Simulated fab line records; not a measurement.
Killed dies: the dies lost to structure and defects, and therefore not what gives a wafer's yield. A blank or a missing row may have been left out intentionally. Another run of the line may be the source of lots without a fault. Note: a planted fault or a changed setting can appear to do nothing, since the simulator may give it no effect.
Chamber matching :: flow n5_finfet :: cmp-01 running N5_PMOS_HMC_CHANNEL_EPI_CMP_21: 4 sister chambers
The step polishes SiGe30, target thk 54 nm. 8 wafers are shown with their chamber, then 11 later ones without.

WAFERS WITH THEIR CHAMBER
wafer: L081.3
chamber: 3
motor_current_A (A): 11.5
retaining_ring_pressure_frac: 0.997

wafer: L085.2
chamber: 0
motor_current_A (A): 13.7
retaining_ring_pressure_frac: 0.994

wafer: L085.3
chamber: 2
motor_current_A (A): 14.2
retaining_ring_pressure_frac: 1.005

wafer: L085.4
chamber: 1
motor_current_A (A): 10.7
retaining_ring_pressure_frac: 0.999

wafer: L086.1
chamber: 0
motor_current_A (A): 13.6
retaining_ring_pressure_frac: 1.002

wafer: L086.3
chamber: 3
motor_current_A (A): 10.8
retaining_ring_pressure_frac: 1.012

wafer: L086.5
chamber: 2
motor_current_A (A): 13.9
retaining_ring_pressure_frac: 0.994

wafer: L088.1
chamber: 1
motor_current_A (A): 10.0
retaining_ring_pressure_frac: 0.996

WAFERS WITHOUT THEIR CHAMBER
wafer: L088.2
motor_current_A (A): 10.5
retaining_ring_pressure_frac: 0.995

wafer: L088.5
motor_current_A (A): 10.2
retaining_ring_pressure_frac: 0.993

wafer: L090.2
motor_current_A (A): 10.7
retaining_ring_pressure_frac: 1.007

wafer: L090.3
motor_current_A (A): 10.6
retaining_ring_pressure_frac: 0.994

wafer: L090.5
motor_current_A (A): 10.6
retaining_ring_pressure_frac: 1.004

wafer: L092.2
motor_current_A (A): 13.7
retaining_ring_pressure_frac: 0.998

wafer: L092.4
motor_current_A (A): 11.3
retaining_ring_pressure_frac: 1.000

wafer: L092.5
motor_current_A (A): 14.1
retaining_ring_pressure_frac: 1.007

wafer: L097.3
motor_current_A (A): 10.8
retaining_ring_pressure_frac: 0.998

wafer: L097.5
motor_current_A (A): 10.6
retaining_ring_pressure_frac: 0.999

wafer: L097.6
motor_current_A (A): 14.6
retaining_ring_pressure_frac: 0.989

WHICH CHAMBER EACH WENT THROUGH
wafer: L088.2
from the rows above: can't be placed: 1 or 3
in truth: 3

wafer: L088.5
from the rows above: 1
in truth: 1

wafer: L090.2
from the rows above: can't be placed: 3 or 1
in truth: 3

wafer: L090.3
from the rows above: can't be placed: 1 or 3
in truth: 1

wafer: L090.5
from the rows above: can't be placed: 1 or 3
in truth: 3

wafer: L092.2
from the rows above: can't be placed: 0 or 2
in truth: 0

wafer: L092.4
from the rows above: can't be placed: 3 or 1
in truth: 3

wafer: L092.5
from the rows above: can't be placed: 2 or 0
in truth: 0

wafer: L097.3
from the rows above: can't be placed: 1 or 3
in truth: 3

wafer: L097.5
from the rows above: can't be placed: 1 or 3
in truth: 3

wafer: L097.6
from the rows above: can't be placed: 2 or 0
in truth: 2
1 of 11 placed correctly. Can't be placed from these rows: 10 (the true chamber is among the candidates in 10). Wrongly placed: 0.
How it was worked out, from the rows above alone: a wafer's distance from a chamber is the root of the sum, over the readings, of the square of ((its reading less the chamber's mean) divided by the reading's scatter). The wafer belongs to the nearest chamber; if the next one is less than 2 further off, it can't be placed. For every chamber, the mean is computed from those of its wafers that are shown. The scatter is the square root of a quotient: the sum, over the shown wafers, of each reading's squared deviation from its chamber's mean, divided by wafers minus chambers.
